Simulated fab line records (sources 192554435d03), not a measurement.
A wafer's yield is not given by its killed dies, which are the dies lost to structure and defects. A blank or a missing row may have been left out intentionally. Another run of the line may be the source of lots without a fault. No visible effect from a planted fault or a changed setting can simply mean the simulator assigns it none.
Split-lot trial	flow n5Finfet	21 wafers read across 7 lots, on a route 1938 steps long

SPLIT DETAILS
At N5_BEOL_M14_TRENCH_ETCH_34 (etches SiO2 in C4F8/O2/Ar, target depth 556.65 nm, time 126.9 s), the setting timeS was moved away from the recipe's 126.9 s on 7 of the 21 wafers read, by -11.7% to +22.0%. All remaining wafers had this setting at the recipe value.

FROM THE SPLIT TO THE READING: what the file shows between them, 10 steps
- N5_BEOL_M14_STRIP_70: strips in C4F8/O2/Ar
- N5_BEOL_M14_OCD_MEAS_35
- N5_BEOL_M14_STRIP_37: strips in O2
- N5_BEOL_M14_ETCH_38: etches SiCN in CF4/N2, target depth 106.5 nm, time 120.6 s
- N5_BEOL_M14_ECD_47: material Cu, target thk 1248 nm
- N5_BEOL_M14_ANNEAL_48: time 90 s
- N5_BEOL_M14_CMP_49: polishes, stops on SiO2, t overpolish 5.2 s, target thk 560 nm
- N5_BEOL_M14_THK_MEAS_50: measures by xrf
- N5_BEOL_M14_PRE_CLEAN_52: time 15 s
- N5_BEOL_M14_DEP_53: deposits SiCN from 3MS/NH3, target thk 50 nm, time 17.8 s

THE READING
Measured at N5_BEOL_M14_RS_MEAS_54 by four-point probe: M14_RS, in ohm/sq. Fault-free wafers of this fab line usually give 0.0330 ohm/sq, standard deviation 0.00068 ohm/sq.

wafer	tool, chamber at the split	timeS as run, s	against the recipe	M14_RS, ohm/sq	against lot-mates on the recipe
L084.2	rieDiel-05, 3	126.9	recipe	0.0323	-
L084.4	rieDiel-05, 2	126.9	recipe	0.0328	-
L084.5	rieDiel-05, 3	126.9	recipe	0.0322	-
L083.2	rieDiel-05, 1	126.9	recipe	0.0333	-
L083.5	rieDiel-05, 0	126.9	recipe	0.0326	-
L083.6	rieDiel-05, 3	112.1	-11.7%	0.0367	+0.0038
L086.1	rieDiel-05, 3	126.9	recipe	0.0320	-
L086.4	rieDiel-05, 2	126.9	recipe	0.0329	-
L086.6	rieDiel-05, 0	126.9	recipe	0.0328	-
L089.1	rieDiel-05, 2	118.4	-6.7%	0.0359	+0.0020
L089.4	rieDiel-05, 1	126.9	recipe	0.0339	-
L089.5	rieDiel-05, 3	118.4	-6.7%	0.0347	+0.0008
L091.1	rieDiel-03, 3	139.6	+10.0%	0.0305	-0.0018
L091.2	rieDiel-03, 1	126.9	recipe	0.0323	-
L091.3	rieDiel-03, 0	139.6	+10.0%	0.0293	-0.0030
L093.1	rieDiel-06, 2	126.9	recipe	0.0344	-
L093.4	rieDiel-06, 1	154.8	+22.0%	0.0272	-0.0063
L093.6	rieDiel-06, 3	126.9	recipe	0.0327	-
L096.4	rieDiel-03, 2	126.9	recipe	0.0326	-
L096.5	rieDiel-03, 2	139.5	+9.9%	0.0299	-0.0028
L096.6	rieDiel-03, 1	126.9	recipe	0.0328	-

THE FIT
A straight line over all 21 wafers: M14_RS changes by -0.00029 ohm/sq for each +1% of timeS; r = -0.95; the points scatter about the line by 0.00066 ohm/sq.
The same after taking each lot's own level away (the mean of its wafers on the recipe; 21 wafers): -0.000276 ohm/sq for each +1%; r = -0.97; scatter 0.00051 ohm/sq.
On that fit, the largest move of timeS shifts the reading by 0.0061 ohm/sq.
The lots' own levels span 0.03230 to 0.03390 ohm/sq, that is 2.4 times the standard deviation above.
The two slopes agree, so the slope changes little with the lot-to-lot level.
Check: with one of the wafers moved furthest among these (+22.0%) left out of the fit, the line predicts -0.00579 ohm/sq for it against its lot-mates. Against them it came out at -0.00635 ohm/sq.

OTHER SPLITS APPLIED TO THESE WAFERS
These wafers also went through other splits before the reading. Each is held against what the fit with the lots' levels taken away leaves over:
other split on the same wafers	wafers away from the commonest value	r with M14_RS (lot level and that fit taken away)
N5_BEOL_M9_DEP_56 timeS	6	-0.12
N5_BEOL_M10_HM_DEP_02 targetThkA	9	+0.12
N5_BEOL_M11_PECVD_70 timeS	6	-0.53
N5_BEOL_M11_COAT_59 spinRpm	9	-0.16

THE WHOLE CHAIN: every reading that the file lists as answering this split, in the file's order
step	what it does	reading	change (the file's fit)	r (the file's)
N5_BEOL_M14_TRENCH_ETCH_34	etches SiO2 in C4F8/O2/Ar, target depth 556.65 nm, time 126.9 s	etch.depthNm (the simulator's own value, which no gauge read)	+5.27 nm for each +1% of the setting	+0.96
N5_BEOL_M14_OCD_MEAS_35		trenchDepthNm	+5.27 nm for each +1% of the setting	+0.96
N5_BEOL_M14_CMP_49	polishes, stops on SiO2, t overpolish 5.2 s, target thk 560 nm	Cu_of_BEOL_M14_ECD_47.thkNm (the simulator's own value, which no gauge read)	+5.3 nm for each +1% of the setting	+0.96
N5_BEOL_M14_THK_MEAS_50	measures by xrf	M14_THK	+5.24 for each +1% of the setting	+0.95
N5_BEOL_M14_RS_MEAS_54	measures by four-point-probe	M14_RS	-0.000286 for each +1% of the setting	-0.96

FILE'S OWN FIT
M14_RS changes by -0.000286 ohm/sq for each +1% of timeS, r = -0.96.
